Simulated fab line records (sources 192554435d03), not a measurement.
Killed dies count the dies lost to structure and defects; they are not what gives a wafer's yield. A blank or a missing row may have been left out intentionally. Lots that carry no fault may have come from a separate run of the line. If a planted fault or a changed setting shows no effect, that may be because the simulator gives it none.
Split-lot study || flow n5Finfet || 21 wafers read from 7 lots, route of 1938 steps

## ON THE SPLIT
At N5_BEOL_M1_COAT_68 (time 60 s, resist thk 12 nm), the setting spinRpm was moved away from the recipe's 1500 rpm on 7 of the 21 wafers read, by -8.5% to +10.2%. The other wafers ran this setting at the recipe's value.

## FROM THE SPLIT TO THE READING: what the file shows between them, 7 steps
- N5_BEOL_M1_EXPOSE_25: exposes mask V0, defocus 5 nm, target cd 24 nm (also split here: doseMj)
- N5_BEOL_M1_PEB_26: peb time 60 s
- N5_BEOL_M1_DEVELOP_27: develop time 30 s
- N5_BEOL_M1_DESCUM_33: chemistry O2, time 7 s
- N5_BEOL_M1_ETCH_77: etches underlayer in N2/H2, target depth 6.5 nm, time 5.2 s
- N5_BEOL_M1_ETCH_69: etches SiARC in CF4, target depth 15.6 nm, time 26 s
- N5_BEOL_M1_ALD_98: deposits SiO2, target thk 2.5 nm, pulse time 1 s, co reactant pulse time 1 s (also split here: tempC)

## THE READING
CAR-EUV_of_BEOL_M1_COAT_22.thkNm (the simulator's own value, which no gauge read), in nm, at N5_BEOL_M1_ETCHBACK_99 (etches SiO2 in CHF3, target depth 5 nm, time 10.4 s). No usual value for it is given in the file. Here, 14 wafers ran the recipe; their average is 10.4 nm with a standard deviation of 0.076 nm.

{"wafer": "L079.2", "tool, chamber at the split": "lithoTrack-03, 0", "spinRpm as run, rpm": 1500, "against the recipe": "recipe", "CAR-EUV_of_BEOL_M1_COAT_22.thkNm, nm": 10.4, "against lot-mates on the recipe": "-"}
{"wafer": "L079.4", "tool, chamber at the split": "lithoTrack-03, 0", "spinRpm as run, rpm": 1500, "against the recipe": "recipe", "CAR-EUV_of_BEOL_M1_COAT_22.thkNm, nm": 10.4, "against lot-mates on the recipe": "-"}
{"wafer": "L079.5", "tool, chamber at the split": "lithoTrack-03, 0", "spinRpm as run, rpm": 1500, "against the recipe": "recipe", "CAR-EUV_of_BEOL_M1_COAT_22.thkNm, nm": 10.4, "against lot-mates on the recipe": "-"}
{"wafer": "L081.3", "tool, chamber at the split": "lithoTrack-03, 0", "spinRpm as run, rpm": 1500, "against the recipe": "recipe", "CAR-EUV_of_BEOL_M1_COAT_22.thkNm, nm": 10.2, "against lot-mates on the recipe": "-"}
{"wafer": "L081.4", "tool, chamber at the split": "lithoTrack-03, 0", "spinRpm as run, rpm": 1372, "against the recipe": "-8.5%", "CAR-EUV_of_BEOL_M1_COAT_22.thkNm, nm": 10, "against lot-mates on the recipe": -0.2}
{"wafer": "L081.5", "tool, chamber at the split": "lithoTrack-03, 0", "spinRpm as run, rpm": 1372, "against the recipe": "-8.5%", "CAR-EUV_of_BEOL_M1_COAT_22.thkNm, nm": 10, "against lot-mates on the recipe": -0.2}
{"wafer": "L082.1", "tool, chamber at the split": "lithoTrack-02, 0", "spinRpm as run, rpm": 1500, "against the recipe": "recipe", "CAR-EUV_of_BEOL_M1_COAT_22.thkNm, nm": 10.4, "against lot-mates on the recipe": "-"}
{"wafer": "L082.5", "tool, chamber at the split": "lithoTrack-02, 0", "spinRpm as run, rpm": 1500, "against the recipe": "recipe", "CAR-EUV_of_BEOL_M1_COAT_22.thkNm, nm": 10.4, "against lot-mates on the recipe": "-"}
{"wafer": "L082.4", "tool, chamber at the split": "lithoTrack-02, 0", "spinRpm as run, rpm": 1653, "against the recipe": "+10.2%", "CAR-EUV_of_BEOL_M1_COAT_22.thkNm, nm": 11, "against lot-mates on the recipe": "+0.6"}
{"wafer": "L083.1", "tool, chamber at the split": "lithoTrack-01, 0", "spinRpm as run, rpm": 1435, "against the recipe": "-4.3%", "CAR-EUV_of_BEOL_M1_COAT_22.thkNm, nm": 10.2, "against lot-mates on the recipe": -0.4}
{"wafer": "L083.3", "tool, chamber at the split": "lithoTrack-01, 0", "spinRpm as run, rpm": 1435, "against the recipe": "-4.3%", "CAR-EUV_of_BEOL_M1_COAT_22.thkNm, nm": 10.4, "against lot-mates on the recipe": -0.2}
{"wafer": "L083.5", "tool, chamber at the split": "lithoTrack-01, 0", "spinRpm as run, rpm": 1500, "against the recipe": "recipe", "CAR-EUV_of_BEOL_M1_COAT_22.thkNm, nm": 10.6, "against lot-mates on the recipe": "-"}
{"wafer": "L088.2", "tool, chamber at the split": "lithoTrack-01, 0", "spinRpm as run, rpm": 1500, "against the recipe": "recipe", "CAR-EUV_of_BEOL_M1_COAT_22.thkNm, nm": 10.4, "against lot-mates on the recipe": "-"}
{"wafer": "L088.3", "tool, chamber at the split": "lithoTrack-01, 0", "spinRpm as run, rpm": 1500, "against the recipe": "recipe", "CAR-EUV_of_BEOL_M1_COAT_22.thkNm, nm": 10.4, "against lot-mates on the recipe": "-"}
{"wafer": "L088.6", "tool, chamber at the split": "lithoTrack-01, 0", "spinRpm as run, rpm": 1566, "against the recipe": "+4.4%", "CAR-EUV_of_BEOL_M1_COAT_22.thkNm, nm": 10.4, "against lot-mates on the recipe": "+0.0"}
{"wafer": "L089.4", "tool, chamber at the split": "lithoTrack-02, 0", "spinRpm as run, rpm": 1500, "against the recipe": "recipe", "CAR-EUV_of_BEOL_M1_COAT_22.thkNm, nm": 10.4, "against lot-mates on the recipe": "-"}
{"wafer": "L089.6", "tool, chamber at the split": "lithoTrack-02, 0", "spinRpm as run, rpm": 1500, "against the recipe": "recipe", "CAR-EUV_of_BEOL_M1_COAT_22.thkNm, nm": 10.4, "against lot-mates on the recipe": "-"}
{"wafer": "L089.5", "tool, chamber at the split": "lithoTrack-02, 0", "spinRpm as run, rpm": 1551, "against the recipe": "+3.4%", "CAR-EUV_of_BEOL_M1_COAT_22.thkNm, nm": 10.6, "against lot-mates on the recipe": "+0.2"}
{"wafer": "L091.3", "tool, chamber at the split": "lithoTrack-03, 0", "spinRpm as run, rpm": 1500, "against the recipe": "recipe", "CAR-EUV_of_BEOL_M1_COAT_22.thkNm, nm": 10.4, "against lot-mates on the recipe": "-"}
{"wafer": "L091.4", "tool, chamber at the split": "lithoTrack-03, 0", "spinRpm as run, rpm": 1500, "against the recipe": "recipe", "CAR-EUV_of_BEOL_M1_COAT_22.thkNm, nm": 10.4, "against lot-mates on the recipe": "-"}
{"wafer": "L091.6", "tool, chamber at the split": "lithoTrack-03, 0", "spinRpm as run, rpm": 1500, "against the recipe": "recipe", "CAR-EUV_of_BEOL_M1_COAT_22.thkNm, nm": 10.4, "against lot-mates on the recipe": "-"}

FIT RESULTS
A straight line over all 21 wafers: CAR-EUV_of_BEOL_M1_COAT_22.thkNm changes by +0.0457 nm for each +1% of spinRpm; r = +0.89; the points scatter about the line by 0.097 nm.
The same after taking each lot's own level away (the mean of its wafers on the recipe; 21 wafers): +0.0404 nm for each +1%; r = +0.87; scatter 0.093 nm.
According to that fit, moving spinRpm by its largest amount changes the reading by 0.41 nm.
The lots' own levels span 10.20 to 10.60 nm, that is 5.3 times the standard deviation above.
Thus the slope moves with the lot-to-lot level: the two fits are different.
Check: with one of the wafers moved furthest among these (+10.2%) left out of the fit, the line predicts +0.295 nm for it against its lot-mates. Against them it came out at +0.6 nm.

## FURTHER SPLITS ON THESE WAFERS
Note: prior to the reading, these wafers also went through further splits. Each is held against what the fit with the lots' levels taken away leaves over:
{"other split on the same wafers": "N5_BEOL_M0_SAQP_SPACER1_ALD_98 aldCycles", "wafers away from the commonest value": 6, "r with CAR-EUV_of_BEOL_M1_COAT_22.thkNm (lot level and that fit taken away)": -0.60}
{"other split on the same wafers": "N5_BEOL_M1_ETCH_64 sourceW", "wafers away from the commonest value": 9, "r with CAR-EUV_of_BEOL_M1_COAT_22.thkNm (lot level and that fit taken away)": "+0.15"}
{"other split on the same wafers": "N5_BEOL_M1_EXPOSE_25 doseMj", "wafers away from the commonest value": 6, "r with CAR-EUV_of_BEOL_M1_COAT_22.thkNm (lot level and that fit taken away)": "+0.00"}
{"other split on the same wafers": "N5_BEOL_M1_ALD_98 tempC", "wafers away from the commonest value": 4, "r with CAR-EUV_of_BEOL_M1_COAT_22.thkNm (lot level and that fit taken away)": -0.26}

## THE WHOLE CHAIN: every reading that the file lists as answering this split, in the file's order
{"step": "N5_BEOL_M1_COAT_68", "what it does": "time 60 s, resist thk 12 nm", "reading": "SiARC_of_BEOL_M1_COAT_68.thkNm (the simulator's own value, which no gauge read)", "change (the file's fit)": "-0.0566 nm for each +1% of the setting", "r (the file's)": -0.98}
{"step": "N5_BEOL_M1_ETCH_69", "what it does": "etches SiARC in CF4, target depth 15.6 nm, time 26 s", "reading": "etch.depthNm (the simulator's own value, which no gauge read)", "change (the file's fit)": "-0.0577 nm for each +1% of the setting", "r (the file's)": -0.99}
{"step": "N5_BEOL_M1_ETCHBACK_99", "what it does": "etches SiO2 in CHF3, target depth 5 nm, time 10.4 s", "reading": "CAR-EUV_of_BEOL_M1_COAT_22.thkNm (the simulator's own value, which no gauge read)", "change (the file's fit)": "+0.0433 nm for each +1% of the setting", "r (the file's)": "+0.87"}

## FILE'S OWN FIT
CAR-EUV_of_BEOL_M1_COAT_22.thkNm changes by +0.0433 nm for each +1% of spinRpm, r = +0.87.
